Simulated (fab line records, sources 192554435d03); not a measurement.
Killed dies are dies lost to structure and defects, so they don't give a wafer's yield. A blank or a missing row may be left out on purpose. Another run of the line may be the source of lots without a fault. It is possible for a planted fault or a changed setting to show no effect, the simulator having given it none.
Matching of chambers / flow n5_finfet / N5_BEOL_M13_ETCH_59 on rie_diel-02: 4 sister chambers
The step etches BARC in N2/H2, target depth 89 nm, overetch 26.7 nm, time 67.9 s. 4 wafers are shown with their chamber, then 7 later ones without.

== WAFERS WITH THEIR CHAMBER ==
wafer=L079.3; chamber=1; showerhead_plenum_p_Torr (Torr)=2.40
wafer=L083.5; chamber=3; showerhead_plenum_p_Torr (Torr)=2.49
wafer=L087.1; chamber=0; showerhead_plenum_p_Torr (Torr)=2.61
wafer=L087.3; chamber=2; showerhead_plenum_p_Torr (Torr)=2.63

== WAFERS WITH NO CHAMBER GIVEN ==
wafer=L087.6; showerhead_plenum_p_Torr (Torr)=2.61
wafer=L089.4; showerhead_plenum_p_Torr (Torr)=2.61
wafer=L089.5; showerhead_plenum_p_Torr (Torr)=2.63
wafer=L089.6; showerhead_plenum_p_Torr (Torr)=2.40
wafer=L092.2; showerhead_plenum_p_Torr (Torr)=2.39
wafer=L092.5; showerhead_plenum_p_Torr (Torr)=2.62
wafer=L092.6; showerhead_plenum_p_Torr (Torr)=2.49

== EACH ONE'S CHAMBER ==
wafer=L087.6; from the rows above=0; in truth=0
wafer=L089.4; from the rows above=0; in truth=0
wafer=L089.5; from the rows above=2; in truth=2
wafer=L089.6; from the rows above=1; in truth=1
wafer=L092.2; from the rows above=1; in truth=1
wafer=L092.5; from the rows above=can't be placed: 2 or 0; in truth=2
wafer=L092.6; from the rows above=3; in truth=3
Placed correctly: 6 of 7. Cannot be placed on the basis of these rows: 1; the candidates contain the true chamber in 1. 0 placed wrongly.
How it was worked out, from the rows above alone: a wafer's distance from a chamber is the root of the sum, over the readings, of the square of ((its reading less the chamber's mean) divided by the reading's scatter). If the next closest chamber is less than 2 further off than the closest, the wafer can't be placed; otherwise it belongs to the closest. For every chamber, the mean is computed from those of its wafers that are shown. The scatter: with one shown wafer a chamber, the root of the mean of the squares of how far each hidden wafer lies from its nearest shown one.
